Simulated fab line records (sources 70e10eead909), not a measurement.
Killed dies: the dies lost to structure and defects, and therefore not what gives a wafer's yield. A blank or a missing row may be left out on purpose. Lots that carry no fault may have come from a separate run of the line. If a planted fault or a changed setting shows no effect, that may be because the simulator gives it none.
Which tool is to blame? -- flow nand-harc -- Sampling: 7 lots, 21 wafers, 5 of 1159 route steps

WHAT THE GAUGES SHOWED, per wafer
NHARC_END_SORT_01.
lot,measured,on,killed-at-periphery
L173,day 19 11:02,prober-02,3 5 4
L182,day 21 16:22,prober-02,5 12 10
L184,day 22 11:54,prober-01,2 2 3
L195,day 25 15:08,prober-01,3 6 4

EACH LOT AND THE TOOL THAT RAN IT (in order: tool; ch and the chambers of the sampled wafers; start)
lot,NHARC_P_GATE_STRIP_95,NHARC_P_GATE_RTA_80,NHARC_P_GATE_RTA_82,NHARC_P_CONTACT_DEVELOP_11
L173,"plasma-asher-01 ch 0,1, day 5 14:35","rtp-anneal-02 ch 0, day 5 15:46","rtp-anneal-01 ch 0, day 5 16:14","litho-track-01 ch 0, day 5 17:00"
L176,"plasma-asher-01 ch 0,1, day 6 12:15","rtp-anneal-02 ch 0, day 6 13:39","rtp-anneal-01 ch 0, day 6 14:06","litho-track-06 ch 0, day 6 15:00"
L179,"plasma-asher-01 ch 0,1, day 6 21:31","rtp-anneal-02 ch 0, day 6 22:41","rtp-anneal-01 ch 0, day 6 23:08","litho-track-06 ch 0, day 7 00:00"
L182,"plasma-asher-01 ch 0,1, day 8 01:19","rtp-anneal-01 ch 0, day 8 02:33","rtp-anneal-01 ch 0, day 8 03:02","litho-track-01 ch 0, day 8 04:00"
L184,"plasma-asher-02 ch 0,1, day 8 15:16","rtp-anneal-02 ch 0, day 8 16:26","rtp-anneal-01 ch 0, day 8 16:53","litho-track-04 ch 0, day 8 18:00"
L190,"plasma-asher-02 ch 0,1, day 9 20:48","rtp-anneal-02 ch 0, day 9 22:00","rtp-anneal-01 ch 0, day 9 22:28","litho-track-01 ch 0, day 10 00:00"
L195,"plasma-asher-02 ch 0,1, day 11 03:49","rtp-anneal-01 ch 0, day 11 05:06","rtp-anneal-02 ch 0, day 11 05:49","litho-track-06 ch 0, day 11 07:00"
- NHARC_P_GATE_STRIP_95: strips in O2.
- NHARC_P_GATE_RTA_80: time 30 s.
- NHARC_P_GATE_RTA_82: time 30 s.
- NHARC_P_CONTACT_DEVELOP_11: develop time 35 s.

THE ANSWER, worked out from the rows above alone
Rule: usual is defined by the lots themselves. The widest of any qualifying gaps counts: lots, ordered by their means at a reading, are off when they make up no more than a third of the lots, leave a main group of 4 or more, and stand apart from it by 3 or more times the standard deviation of that group's means. If all means in a main group match to the digits the tables above print for the reading, that group is not used. Also off: a lot with no number at a reading for which 4 or more lots have one. All remaining lots with rows at the step are treated as sound.
None of the lots is off at any reading shown; this tells nothing.

WHAT THE SIMULATOR HAD PUT IN
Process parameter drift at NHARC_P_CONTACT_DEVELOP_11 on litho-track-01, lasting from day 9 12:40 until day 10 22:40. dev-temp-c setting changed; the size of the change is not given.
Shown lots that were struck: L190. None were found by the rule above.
